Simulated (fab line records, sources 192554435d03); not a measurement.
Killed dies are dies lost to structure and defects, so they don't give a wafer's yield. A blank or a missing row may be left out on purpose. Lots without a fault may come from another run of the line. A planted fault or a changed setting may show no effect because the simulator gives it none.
Which tool did it? | flow n5_finfet | 10 lots, 29 wafers sampled, at 2 steps of a route of 1938

WHAT THE GAUGES READ, wafer by wafer
N5_ZERO_LAYER_INSPECT_20: inspects for defects (darkfield).
lot  | measured    | on                | raw_defect_count
L225 | day 1 13:23 | defect_inspect-02 | 46 50 37
L229 | day 2 13:23 | defect_inspect-01 | 46 33 46
L231 | day 3 01:23 | defect_inspect-02 | 36 22 28
L233 | day 3 13:15 | defect_inspect-02 | 33 19 32
L234 | day 3 20:23 | defect_inspect-02 | 29 39 24
L235 | day 4 01:23 | defect_inspect-02 | 49 38 28
L238 | day 4 19:59 | defect_inspect-02 | 26 34
L239 | day 5 02:05 | defect_inspect-01 | 27 37 35
L247 | day 7 01:25 | defect_inspect-01 | 20 38 19
L248 | day 7 07:23 | defect_inspect-01 | 55 28 25

WHICH TOOL RAN EACH LOT (tool, then ch and the chambers of the sampled wafers, then the start)
lot  | N5_ZERO_LAYER_ETCH_17
L225 | rie_diel-02 ch 0,1, day 1 12:50
L229 | rie_diel-03 ch 1,2,3, day 2 12:51
L231 | rie_diel-04 ch 0,1,3, day 3 00:50
L233 | rie_diel-02 ch 0,2,3, day 3 12:43
L234 | rie_diel-03 ch 0,2, day 3 19:49
L235 | rie_diel-02 ch 0,1, day 4 00:50
L238 | rie_diel-02 ch 3, day 4 19:27
L239 | rie_diel-02 ch 0,3, day 5 01:31
L247 | rie_diel-03 ch 0,1, day 7 00:52
L248 | rie_diel-04 ch 2,3, day 7 06:50
- N5_ZERO_LAYER_ETCH_17: etches SiO2 in CF4, target depth 12 nm, time 13.3 s.

THE ANSWER, worked out from the rows above alone
Rule: what is usual is taken from the lots themselves. Put in order of their means at a reading, lots are off if they are a third of the lots or fewer, leave a main group of 4 or more, and stand apart from it by a gap of 3 or more times the standard deviation of the main group's means; of several such gaps the widest counts. A main group whose means are all the same, to the digits that the tables above print for the reading, isn't used. A lot without any number at a reading at which 4 lots or more have one is off too. The other lots that the step has rows for count as sound.
No lot is off at any reading shown: from this, nothing can be told.

WHAT THE SIMULATOR HAD PUT IN
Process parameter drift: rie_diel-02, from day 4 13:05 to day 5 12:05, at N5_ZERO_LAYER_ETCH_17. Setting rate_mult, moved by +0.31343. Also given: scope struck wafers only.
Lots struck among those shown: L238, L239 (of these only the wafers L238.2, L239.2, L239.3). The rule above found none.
